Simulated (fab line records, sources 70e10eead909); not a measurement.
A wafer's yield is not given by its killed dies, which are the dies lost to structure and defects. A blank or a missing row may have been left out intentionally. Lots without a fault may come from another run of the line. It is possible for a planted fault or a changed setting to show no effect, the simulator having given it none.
Matching of chambers || flow nand-harc || NHARC_P_M2_PRE_CLEAN_32 on pecvd-01 has 3 sister chambers
The step time 12 s. 6 wafers are shown with their chamber, then 8 later ones without.

== WAFERS PAIRED WITH THEIR CHAMBERS ==
{"wafer": "L081.4", "chamber": 1, "heater-power-outer-w (W)": 288, "heater-power-w (W)": 523}
{"wafer": "L082.3", "chamber": 1, "heater-power-outer-w (W)": 288, "heater-power-w (W)": 546}
{"wafer": "L084.2", "chamber": 2, "heater-power-outer-w (W)": 327, "heater-power-w (W)": 587}
{"wafer": "L084.4", "chamber": 2, "heater-power-outer-w (W)": 326, "heater-power-w (W)": 575}
{"wafer": "L084.5", "chamber": 0, "heater-power-outer-w (W)": 398, "heater-power-w (W)": 622}
{"wafer": "L088.1", "chamber": 0, "heater-power-outer-w (W)": 326, "heater-power-w (W)": 546}

== WAFERS WITHOUT THEIR CHAMBER ==
{"wafer": "L088.4", "heater-power-outer-w (W)": 349, "heater-power-w (W)": 556}
{"wafer": "L088.5", "heater-power-outer-w (W)": 397, "heater-power-w (W)": 649}
{"wafer": "L095.2", "heater-power-outer-w (W)": 345, "heater-power-w (W)": 559}
{"wafer": "L095.3", "heater-power-outer-w (W)": 276, "heater-power-w (W)": 504}
{"wafer": "L095.6", "heater-power-outer-w (W)": 341, "heater-power-w (W)": 550}
{"wafer": "L097.2", "heater-power-outer-w (W)": 399, "heater-power-w (W)": 644}
{"wafer": "L097.4", "heater-power-outer-w (W)": 427, "heater-power-w (W)": 707}
{"wafer": "L097.5", "heater-power-outer-w (W)": 396, "heater-power-w (W)": 637}

== CHAMBER TAKEN BY EACH ==
{"wafer": "L088.4", "from the rows above": "can't be placed: 0 or 2 or 1", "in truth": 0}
{"wafer": "L088.5", "from the rows above": "can't be placed: 0 or 2", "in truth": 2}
{"wafer": "L095.2", "from the rows above": "can't be placed: 2 or 0 or 1", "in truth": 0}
{"wafer": "L095.3", "from the rows above": "can't be placed: 1 or 2", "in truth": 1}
{"wafer": "L095.6", "from the rows above": "can't be placed: 2 or 0 or 1", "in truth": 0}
{"wafer": "L097.2", "from the rows above": "can't be placed: 0 or 2", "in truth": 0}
{"wafer": "L097.4", "from the rows above": "can't be placed: 0 or 2", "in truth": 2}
{"wafer": "L097.5", "from the rows above": "can't be placed: 0 or 2", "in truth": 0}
Correctly placed: 0 of 8. Can't be placed from these rows: 8 (the true chamber is among the candidates in 8). Placed wrongly: 0.
How it was worked out, from the rows above alone: a wafer's distance from a chamber is the root of the sum, over the readings, of the square of ((its reading less the chamber's mean) divided by the reading's scatter). If the next closest chamber is less than 2 further off than the closest, the wafer can't be placed; otherwise it belongs to the closest. The mean given for a chamber averages the wafers shown for that chamber. How the scatter is found: for the shown wafers, subtract from each reading the mean of its chamber, square and add these, divide the total by (wafers less chambers), then take the root.
